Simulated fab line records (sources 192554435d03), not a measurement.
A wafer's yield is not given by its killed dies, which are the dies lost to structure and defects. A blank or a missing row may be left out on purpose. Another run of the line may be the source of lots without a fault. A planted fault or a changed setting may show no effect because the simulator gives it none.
Comparing a struck lot with a sound one + flow n5-finfet + 39 steps out of a route of 1938
Sound: wafers L531.3, L531.5, L531.6. Struck: wafer L540.6 (left out: L540.3, L540.4 of the same lot, which were not struck); the cause appears at the end.
Each step with rows lists, per side, the tool, then ch with its chambers, then its first start. Under that, the readings that differ: sound wafers + struck wafers + difference of the means + sigmas: that difference in standard deviations of wafers without a fault.
alike: a reading whose means differ by less than 2 such deviations, as well as words and numbers matching on both sides. not compared: withheld readings; readings where some wafer has no value; bounds like >300 that might hide an equal value; numbers whose values overlap and for which the record gives no deviation.
Wherever a step has rows on one side only, a row that says differs or no value, or a row with sigmas, the two part there. Non-overlapping numbers with no deviation appear without sigmas and do not part them. A reading that every wafer of one side lacks parts them only if that side has two wafers or more.

first, 9 steps without rows for these wafers: N5_DUMMY_GATE_PEB_13 (peb time 60 s); N5_DUMMY_GATE_DEVELOP_14 (develop time 30 s); N5_DUMMY_GATE_DESCUM_20 (chemistry O2, time 6.2 s); N5_DUMMY_GATE_ETCH_29 (etches underlayer in N2/H2, target depth 13 nm); N5_DUMMY_GATE_ETCH_36 (etches SiARC in CF4, target depth 13 nm); N5_DUMMY_GATE_ETCH_37 (etches SOC in N2/H2, target depth 60 nm, overetch 30 nm); N5_DUMMY_GATE_STRIP_38 (strips in N2/H2); N5_DUMMY_GATE_STRIP_39 (strips in N2/H2); N5_DUMMY_GATE_TRIM_49 (chemistry O2, time 29 s, target cd 14 nm).
N5_DUMMY_GATE_STRIP_40: strips in CF4.
  sound on rie-diel-02 ch 0,1, day 3 23:18; struck on rie-diel-02 ch 2, day 6 03:21
  alike: drypump-motor-current-A, oes-product-au, rf-vpp-V, showerhead-plenum-p-Torr, throttle-valve-pct
  not compared: rf-hours-counter-h
then, 13 steps without rows for these wafers: N5_DUMMY_GATE_ETCH_31 (etches SiO2 in C4F6/O2, target depth 82.5 nm, time 27.5 s); N5_DUMMY_GATE_STRIP_41 (strips in O2); N5_DUMMY_GATE_HM_OPEN_21 (chemistry CH3F/O2, target SiNx, target depth 120 nm, time 171.4 s); N5_DUMMY_GATE_ETCH_32 (etches SiO2 in CF4, target depth 3.5 nm, time 3.9 s); N5_DUMMY_GATE_ETCH_23 (etches poly-Si in HBr/Cl2/O2, target depth 41 nm, time 22.3 s); N5_DUMMY_GATE_ETCH_44 (etches poly-Si in HBr/O2, stops on SiO2, target depth 127.5 nm); N5_DUMMY_GATE_ETCH_42 (etches SiO2 in CHF3/O2, target depth 3.5 nm, time 31 s); N5_DUMMY_GATE_STRIP_48 (strips in N2/H2, time 20 s); N5_DUMMY_GATE_PRECLEAN_33 (cleans in dHF, time 10 s); N5_DUMMY_GATE_PRECLEAN_25 (cleans in O3/DIW, time 45 s); N5_DUMMY_GATE_PRECLEAN_51 (cleans in SC2, time 45 s); N5_DUMMY_GATE_SRD_26 (time 30 s); N5_DUMMY_GATE_UV_OZONE_45 (time 120 s).
N5_DUMMY_GATE_INSPECT_27: inspects for defects (brightfield).
  sound: defect-inspect-01 at day 4 00:07; struck: defect-inspect-02 at day 6 04:11
| reading          | sound       | struck | difference | sigmas |
|------------------|-------------|--------|------------|--------|
| raw-defect-count | 302 392 398 | 1488   | +1124      | +13    |
then, 3 steps without rows for these wafers: N5_SPACER0_ALD_07 (deposits SiNx, target thk 2 nm); N5_SPACER0_ALD_00 (deposits SiOCN, target thk 3.5 nm, pulse time 3 s, purge time 2 s); N5_SPACER0_ALD_08 (deposits SiNx, target thk 2 nm).
N5_SPACER0_INSPECT_04: inspects for defects (darkfield).
  sound: defect-inspect-01 at day 4 01:10; struck: defect-inspect-02 at day 6 05:49
| reading          | sound       | struck | difference | sigmas |
|------------------|-------------|--------|------------|--------|
| raw-defect-count | 159 157 181 | 1353   | +1187      | +36    |
then, 8 steps without rows for these wafers: N5_SD_EPI_N_COAT_32 (time 60 s, resist thk 350 nm); N5_SD_EPI_N_COAT_33 (time 60 s, resist thk 35 nm); N5_SD_EPI_N_COAT_03 (resist thk 150 nm); N5_SD_EPI_N_EBR_05; N5_SD_EPI_N_SOFTBAKE_04 (time 60 s); N5_SD_EPI_N_EXPOSE_06 (exposes mask SD N BLK, target cd 120 nm); N5_SD_EPI_N_PEB_07 (peb time 60 s); N5_SD_EPI_N_DEVELOP_08 (develop time 30 s).
N5_SD_EPI_N_INSPECT_11: inspects for defects (macro).
  sound: defect-inspect-02 at day 4 01:37; struck: defect-inspect-02 at day 6 06:16
| reading          | sound | struck | difference | sigmas |
|------------------|-------|--------|------------|--------|
| raw-defect-count | 1 1 4 | >300   | differs    |        |
-- here the record skips 5 days between the struck wafers' starts before and after, leaving off in module SD_EPI_N and picking up in module BEOL_M4 (first step shown: number 1111 of the route) --
N5_BEOL_M4_RC_MEAS_101:
  sound on prober-02 ch 0, day 8 17:28; struck on prober-02 ch 0, day 11 05:05
| reading       | sound          | struck | difference | sigmas |
|---------------|----------------|--------|------------|--------|
| DIBL_N (mV/V) | 37.4 37.4 37.6 | 33.7   | -3.8       | -2     |
| SS_N (mV/dec) | 71.5 71.6 71.7 | 70.3   | -1.3       | -2     |
  alike: DIBL_P, IOFF_N, IOFF_P, ION_N, ION_P, SS_P, VT_N, VT_P
-- a jump in the record: the struck wafers' starts before and after are 5 days apart (it breaks off in module BEOL_M4 and resumes in module PASSIVATION, where the first step shown is number 1936 of the route) --
N5_PASSIVATION_PROBE_49:
  sound: prober-02 at day 13 05:16; struck: prober-02 at day 15 21:30
| reading                  | sound          | struck | difference | sigmas |
|--------------------------|----------------|--------|------------|--------|
| defect-limited-yield (%) | 90.9 90.4 90.8 | 84.2   | -6.5       | -5     |
| killed-at-front-end      | 42 35 33       | 105    | +68        | +6     |
| killed-dies              | 107 113 108    | 186    | +77        | +5     |
| killed-on-rim            | 15 14 13       | 30     | +16        | +4     |
| sort_bin_5_function (%)  | 5.8 5.9 5.1    | 10.0   | +4.4       | +5     |
| sort-n-pass              | 1073 1067 1071 | 994    | -76        | -5     |
| sort-yield-pct (%)       | 90.9 90.4 90.8 | 84.2   | -6.5       | -5     |
  alike: killed_at_M0_to_M3, killed_at_M4_up, killed-at-contacts, killed-at-other, killed-open, killed-short, sort_bin_6_memory, sort_bin_8_speed

WHERE THEY PART
First at N5_DUMMY_GATE_INSPECT_27; last, within this record, at N5_PASSIVATION_PROBE_49.

WHY: what had been put in by the simulator
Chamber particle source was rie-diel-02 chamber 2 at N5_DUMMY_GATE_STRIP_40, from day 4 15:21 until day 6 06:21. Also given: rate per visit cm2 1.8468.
